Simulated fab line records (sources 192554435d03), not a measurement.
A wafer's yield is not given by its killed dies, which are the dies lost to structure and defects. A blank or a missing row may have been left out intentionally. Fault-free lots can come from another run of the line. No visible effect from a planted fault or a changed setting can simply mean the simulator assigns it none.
A struck lot beside a sound one -- flow n5Finfet -- 35 out of 1938 route steps
Sound: the wafers L936.2, L936.3, L936.5. The struck wafers were L932.1, L932.3, L932.5. Last of all comes the cause.
At each step with rows: each side's tool, then ch and its chambers, then its first start. Under that, the readings that differ: sound wafers -- struck wafers -- difference of the means -- sigmas: that difference in standard deviations of wafers without a fault.
alike: same words and numbers on both sides, and readings whose means sit less than 2 such deviations apart. not compared: any withheld reading, any reading some wafer has no value for, any bound like >300 that may hide the same value, and any number with overlapping values for which the record gives no deviation.
Wherever a step has rows on one side only, a row that says differs or no value, or a row with sigmas, the two part there. Non-overlapping numbers with no deviation appear without sigmas and do not part them. A reading missing from all wafers of one side parts the sides only when that side holds two or more wafers.

first, 8 steps without rows for these wafers: N5_BEOL_M6_ECD_50 (material Cu, target thk 300 nm); N5_BEOL_M6_ANNEAL_51 (time 90 s); N5_BEOL_M6_CMP_52 (polishes, stops on SiCOH lowk, t overpolish 6.9 s, target thk 80 nm); N5_BEOL_M6_PRE_CLEAN_55 (time 15 s); N5_BEOL_M6_DEP_56 (deposits SiCN from 3MS/NH3, target thk 10 nm, time 17.5 s); N5_BEOL_M7_ILD_DEP_00 (deposits SiCOH lowk from DEMS/porogen, target thk 179.75 nm, time 33.4 s); N5_BEOL_M7_CURE_74 (cures SiCOH lowk, time 240 s); N5_BEOL_M7_PECVD_70 (deposits SiO2 from TEOS/O2, target thk 20 nm, time 22.7 s).
N5_BEOL_M7_HM_DEP_02: deposits TiN, target thk 20 nm.
  sound: pvdSputter-03 at day 15 01:26; struck: pvdSputter-02 at day 13 14:38
reading,sound,struck,difference,sigmas
model.TiN_of_BEOL_M7_HM_DEP_02.thkNm (nm),20.2 20 20,6.8 6.8 6.6,-13.3,
  alike: throttleValvePct
then, 13 steps without rows for these wafers: N5_BEOL_M7_COAT_59 (time 60 s, resist thk 100 nm); N5_BEOL_M7_COAT_60 (time 60 s, resist thk 35 nm); N5_BEOL_M7_COAT_05 (resist thk 90 nm); N5_BEOL_M7_EBR_07; N5_BEOL_M7_SOFTBAKE_06 (time 60 s); N5_BEOL_M7_EXPOSE_08 (exposes mask M7); N5_BEOL_M7_PEB_09 (peb time 60 s); N5_BEOL_M7_DEVELOP_10 (develop time 30 s); N5_BEOL_M7_DESCUM_16 (chemistry O2, time 7.9 s); N5_BEOL_M7_ETCH_61 (etches SiARC in CF4, target depth 45.5 nm, time 75.8 s); N5_BEOL_M7_ETCH_62 (etches SOC in N2/H2, target depth 110 nm, overetch 22 nm, time 165 s); N5_BEOL_M7_STRIP_68 (strips in N2/H2); N5_BEOL_M7_STRIP_67 (strips in CF4).
N5_BEOL_M7_HM_OPEN_17: chemistry Cl2/BCl3, target TiN, target depth 20 nm, overetch 6 nm.
  sound on rieMetal-01 ch 0,1, day 15 02:18; struck on rieMetal-03 ch 0, day 13 15:31
reading,sound,struck,difference,sigmas
oesProductAu (a.u.),0.60 0.70 0.69,0.36 0.36 0.36,-0.30,-5
throttleValvePct (%),22.0 21.7 21.7,22.6 22.6 22.6,+0.8,+2
model.etch.depthNm (nm),20.13 20.07 20.03,6.736 6.78 6.643,-13.357,
  alike: drypumpMotorCurrentA
  not compared: rfHoursCounterH
then, 10 steps without rows for these wafers: N5_BEOL_M7_STRIP_19 (strips in O2); N5_BEOL_M7_COAT_63 (time 60 s, resist thk 60 nm); N5_BEOL_M7_COAT_64 (time 60 s, resist thk 12 nm); N5_BEOL_M7_COAT_71 (time 60 s, resist thk 5 nm); N5_BEOL_M7_COAT_22 (resist thk 30 nm); N5_BEOL_M7_EBR_24; N5_BEOL_M7_SOFTBAKE_23 (time 60 s); N5_BEOL_M7_EXPOSE_25 (exposes mask V6, target cd 40 nm); N5_BEOL_M7_PEB_26 (peb time 60 s); N5_BEOL_M7_DEVELOP_27 (develop time 30 s).
N5_BEOL_M7_TRENCH_ETCH_37: etches SiCOH lowk in C4F6/O2, target depth 93.478 nm, time 31.2 s.
  sound: rieDiel-06 ch 0,3; struck: rieDiel-02 ch 1,2
reading,sound,struck,difference,sigmas
model.TiN_of_BEOL_M7_HM_DEP_02.thkNm (nm),17.4 17.4 17.4,4 4 4,-13,
  alike: drypumpMotorCurrentA, oesProductAu, rfVppV, showerheadPlenumPTorr, throttleValvePct
  not compared: rfHoursCounterH
N5_PASSIVATION_PROBE_49:
  rows exist in the record for the sound wafers here (prober-01, day 18 05:58), none for the struck ones

## WHERE THEY PART
Last at N5_PASSIVATION_PROBE_49 as far as this record goes, first at N5_BEOL_M7_HM_OPEN_17.

WHY: the cause the simulator had injected
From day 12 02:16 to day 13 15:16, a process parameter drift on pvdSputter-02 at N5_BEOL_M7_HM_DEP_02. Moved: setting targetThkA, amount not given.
